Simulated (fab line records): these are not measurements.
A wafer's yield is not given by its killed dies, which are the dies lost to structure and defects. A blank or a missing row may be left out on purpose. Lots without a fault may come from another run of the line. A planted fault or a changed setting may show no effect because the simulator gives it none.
A struck lot beside a sound one || flow n5 finfet || 14 steps out of a route of 1938
Sound: the wafers L170.2, L170.3, L170.5. Wafers L186.1, L186.3, L186.5 were the ones struck. At the end, the cause is stated.
Order at every step that has rows: each side's tool, ch and its chambers, its first start. Under that, the readings that differ: sound wafers || struck wafers || difference of the means || sigmas: that difference in standard deviations of wafers without a fault.
alike: readings whose means differ by less than 2 such deviations, and words and numbers that are the same on both sides. not compared: withheld readings, readings that some wafer has no value for, bounds like >300 that may hide the same value, and numbers for which the record gives no deviation and whose values overlap.
A row with sigmas, a row that says differs or no value, or rows on one side alone: a step with any of these is where the two part. Non-overlapping numbers with no deviation appear without sigmas and do not part them. A reading missing from all wafers of one side parts the sides only when that side holds two or more wafers.

first, 1 step without rows for these wafers: N5_SD_EPI_N_EPI_21 (deposits Si:P, time 690 s).
N5_SD_EPI_N_EPI_MEAS_23:
  struck on film metro-01, day 7 22:25; sound on film metro-02, day 3 20:05
  alike: thk nm
then, 3 steps without rows for these wafers: N5_SD_EPI_N_PRECLEAN_24 (cleans in O3/DIW, time 60 s); N5_SD_EPI_N_SRD_25 (time 30 s); N5_SD_EPI_N_PRECLEAN_49 (cleans in NF3:NH3, afs cycles 1, time 20 s, sublimation time 60 s).
N5_SD_EPI_N_LINER_46: material SiNx, target thk 3 nm.
  sound on ald sin-03 ch 1,2,3, day 3 20:43; struck on ald sin-01 ch 0,1,3, day 7 22:44
  alike: heater power w
N5_SD_EPI_N_INSPECT_26: inspects for defects (darkfield).
  struck on defect inspect-01, day 7 22:59; sound on defect inspect-02, day 3 22:14
  alike: raw defect count
then, 5 steps without rows for these wafers: N5_SD_EPI_P_COAT_34 (time 60 s, resist thk 350 nm); N5_SD_EPI_P_COAT_35 (time 60 s, resist thk 35 nm); N5_SD_EPI_P_COAT_03 (resist thk 150 nm); N5_SD_EPI_P_EBR_05; N5_SD_EPI_P_SOFTBAKE_04 (time 60 s).
N5_SD_EPI_P_EXPOSE_06: exposes mask SD P BLK, target cd 240 nm.
  sound on arfi scanner-02 ch 0, day 3 22:31; struck on arfi scanner-01, day 7 23:15
  no value came back on the struck wafers for exposure dose mJ cm2, focus offset nm (nm); on the sound wafers exposure dose mJ cm2 reads 39.48 39.50 39.47
  alike: mask
then, 1 step without rows for these wafers: N5_SD_EPI_P_PEB_07 (peb time 60 s).

== WHERE THEY PART ==
Within this record, at N5_SD_EPI_P_EXPOSE_06 only.

WHY: whatever the simulator had introduced
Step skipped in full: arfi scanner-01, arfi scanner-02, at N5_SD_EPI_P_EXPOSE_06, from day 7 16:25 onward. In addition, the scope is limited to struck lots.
